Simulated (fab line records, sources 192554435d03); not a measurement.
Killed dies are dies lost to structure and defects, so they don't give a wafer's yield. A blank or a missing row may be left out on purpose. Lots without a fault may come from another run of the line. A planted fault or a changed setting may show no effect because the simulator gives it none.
One fault seen from 3 desks | flow n5_finfet | each desk has only its own numbers; what lay behind them comes last

THE DEFECT DESK
What the inspections along the route counted, lot by lot: means of the sampled wafers that have a number. A lot is out of limits, marked OUT, if its mean lies more than 4 standard deviations from the usual mean; the brackets give that distance.
Columns: A = raw_defect_count at N5_SD_EPI_N_INSPECT_11, usual 1.8
lot  | first seen here | A
L597 | day 3 18:40     | 2.7
L602 | day 5 04:16     | 1.0
L603 | day 5 11:12     | 1.7
L604 | day 5 14:31     | 1.3
L607 | day 6 09:41     | 1.7
L609 | day 6 17:29     | 3.0
L613 | day 7 17:21     | 1.3
L615 | day 8 05:58     | 1.3
L617 | day 8 18:00     | 1.3
This desk's finding: nothing out of limits on any of the 9 lots.

THE METROLOGY DESK
What the gauges read, lot by lot, whatever tool the lot ran on: means of the sampled wafers that have a number. A lot is out of limits, marked OUT, if its mean lies more than 4 standard deviations from the usual mean; the brackets give that distance. Of its 10 readings 7 are shown: those that lie furthest out on some lot.
Columns: A = DIBL_P at N5_BEOL_M4_RC_MEAS_101, usual 36.2 mV/V; B = IOFF_N at N5_BEOL_M4_RC_MEAS_101, usual 0.16 nA/um; C = IOFF_P at N5_BEOL_M4_RC_MEAS_101, usual 0.21 nA/um; D = ION_N at N5_BEOL_M4_RC_MEAS_101, usual 673 uA/um; E = SS_P at N5_BEOL_M4_RC_MEAS_101, usual 73.2 mV/dec; F = VT_N at N5_BEOL_M4_RC_MEAS_101, usual 250 mV; G = VT_P at N5_BEOL_M4_RC_MEAS_101, usual -251 mV
lot  | first seen here | A    | B    | C    | D   | E    | F   | G
L597 | day 8 07:13     | 40.2 | 0.25 | 0.31 | 699 | 74.4 | 241 | -244
L602 | day 10 02:51    | 35.8 | 0.15 | 0.23 | 659 | 72.8 | 252 | -248
L603 | day 10 17:28    | 38.4 | 0.18 | 0.24 | 685 | 74.1 | 248 | -247
L604 | day 10 21:37    | 36.9 | 0.17 | 0.22 | 671 | 73.7 | 250 | -251
L607 | day 11 07:58    | 34.9 | 0.14 | 0.18 | 678 | 73.0 | 253 | -254
L609 | day 11 10:55    | 36.0 | 0.16 | 0.22 | 679 | 73.5 | 251 | -250
L613 | day 12 23:57    | 34.8 | 0.15 | 0.20 | 671 | 72.9 | 248 | -252
L615 | day 13 14:12    | 35.4 | 0.14 | 0.22 | 672 | 72.8 | 250 | -249
L617 | day 13 17:47    | 35.8 | 0.14 | 0.16 | 668 | 73.4 | 253 | -258
This desk's finding: nothing out of limits on any of the 9 lots.

THE TOOL OWNER'S DESK: arfi_scanner-02
The tool's own readings at N5_SD_EPI_N_EXPOSE_06 (exposes mask SD N BLK, target cd 120 nm): means of the sampled wafers that have a number, for each lot that ran on this tool. A lot is out of limits, marked OUT, if its mean lies more than 4 standard deviations from the usual mean; the brackets give that distance.
Columns: A = exposure_dose_mJ_cm2 at N5_SD_EPI_N_EXPOSE_06, usual 39.81; B = focus_offset_nm at N5_SD_EPI_N_EXPOSE_06, usual 0.0 nm; C = reticle_temp_C at N5_SD_EPI_N_EXPOSE_06, usual 22.99 C; D = stage_vel_mm_s at N5_SD_EPI_N_EXPOSE_06, usual 499.96 mm/s
lot  | first seen here | A                | B    | C     | D
L597 | day 3 18:29     | 39.71            | 0.4  | 22.90 | 499.95
L603 | day 5 11:01     | 39.78            | -0.4 | 22.93 | 499.92
L604 | day 5 14:20     | 39.70            | -0.2 | 23.07 | 499.70
L609 | day 6 17:18     | 38.68 (-5.7) OUT | 0.0  | 22.90 | 499.92
L613 | day 7 17:10     | 38.81 (-5.0) OUT | 0.4  | 23.06 | 499.76
This desk's finding: out of limits on L609, L613; first on L609, day 6 17:18 (exposure_dose_mJ_cm2 at N5_SD_EPI_N_EXPOSE_06). In limits: L597, L603, L604.

PUT TOGETHER
The tool owner's desk could have raised an alarm at day 6 17:18, on L609, L613.
The defect desk saw nothing out of limits.
The metrology desk saw nothing out of limits.
The defect desk has L609, L613 on record, within its limits.
The metrology desk has L609, L613 on record, within its limits.
Of the lots named, all ran N5_SD_EPI_N_EXPOSE_06 on arfi_scanner-02.

WHAT THE SIMULATOR HAD PUT IN
Process parameter drift: arfi_scanner-02, from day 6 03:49 on, at N5_SD_EPI_N_EXPOSE_06. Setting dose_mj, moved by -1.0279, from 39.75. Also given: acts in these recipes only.
Lots struck among those shown: L609, L613.
Hours from the fault's start to each desk's first reading out of limits: the tool owner's desk, 13.
